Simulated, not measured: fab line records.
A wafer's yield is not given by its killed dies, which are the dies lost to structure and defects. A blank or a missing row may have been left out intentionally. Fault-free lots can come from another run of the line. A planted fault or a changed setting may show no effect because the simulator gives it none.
Problem report in the 8D (eight disciplines) form, filled by code | flow nand-harc | the parts of the form that need people (team, actions taken, sign-off) are left out

1. THE ISSUE
At NHARC_P_GATE_INSPECT_28, raw-defect-count averages 478 over 6 wafers from 2 lots, while fault-free wafers read 7, standard deviation 3.2. So: +99 or more standard deviations from the usual mean.
The first sign was on wafer L942.1 at day 7 22:38, on defect-inspect-01. At this step, 33 wafers from 11 lots have a number in the record. Rule for "out" (also "out of limits"): further than 4 standard deviations from the usual mean. All remaining wafers that have a number are taken as sound.

2. WHAT THIS IS AND IS NOT
question                    | is                     | is not
which readings at this step | raw-defect-count       | -
which lots                  | L942, L944             | L930, L931, L932, L934, L935, L946, L947, L949, L953
which wafers of those lots  | all that have a number | -
read on which gauges        | defect-inspect-01      | defect-inspect-02
when                        | from day 7 22:38       | up to then (15 sound wafers); but 12 sound wafers of L946, L947, L949, L953 came after

3. SUSPECTS, AND WHAT RULES EACH OUT
Counting: a tool stays on the suspect list if, at a process step up to the reading, it processed all lots that are out and no sound lot following the first of them.
- the gauge at NHARC_P_GATE_INSPECT_28 has been ruled out. All the wafers that are out were read on defect-inspect-01, but those of them that NHARC_END_SORT_01 has rows for are out there too, on other tools.
- pecvd-03 at NHARC_P_GATE_DEP_103 (deposits SiON, target thk 30 nm): kept. It ran every lot that is out, first L942 (day 7 21:50), and no sound lot after that; its last sound lot up to then is L934 (day 5 11:44).
Remaining after the count: pecvd-03 at NHARC_P_GATE_DEP_103.

4. THE CAUSE (what the simulator had put in)
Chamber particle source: pecvd-03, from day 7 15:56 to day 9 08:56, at NHARC_P_GATE_DEP_103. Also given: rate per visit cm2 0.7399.
The count eliminated every tool but this one.

5. THE EFFECT CHAIN, in route order
One row per reading whose mean, taken over the struck wafers that have a number, lies over 3 standard deviations from the usual. Readings are gone through only where the record gives a usual standard deviation; hours: the median, over the lots, of the time from a lot's start at the first step in this table giving one to that lot's start at this step; sigmas: the change measured in usual standard deviations.
hours | step                    | reading             | usual | on struck wafers | change | sigmas
0     | NHARC_P_GATE_INSPECT_28 | raw-defect-count    | 7     | 478              | +471   | +99 or more
22    | NHARC_P_GATE_INSPECT_68 | raw-defect-count    | 205   | 632              | +426   | +5.9
358   | NHARC_END_SORT_01       | killed-at-periphery | 3.1   | 83.8             | +80.7  | +38
358   | NHARC_END_SORT_01       | killed-dies         | 33    | 114              | +81    | +7.3

6. WHAT WOULD HAVE CAUGHT IT SOONER
The first out-of-limits reading at a measuring or inspecting step in this record came at day 7 22:38, 7 hours after the fault's start at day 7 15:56.
No tool reading at NHARC_P_GATE_DEP_103 that has a usual standard deviation in the record was out on any struck wafer, so an alarm limit of 4 standard deviations on those readings would not have fired.
Of the lots that are out (2), L944 began NHARC_P_GATE_DEP_103 on pecvd-03 after day 7 22:38. Had the tool been put on hold then, it would have been spared.
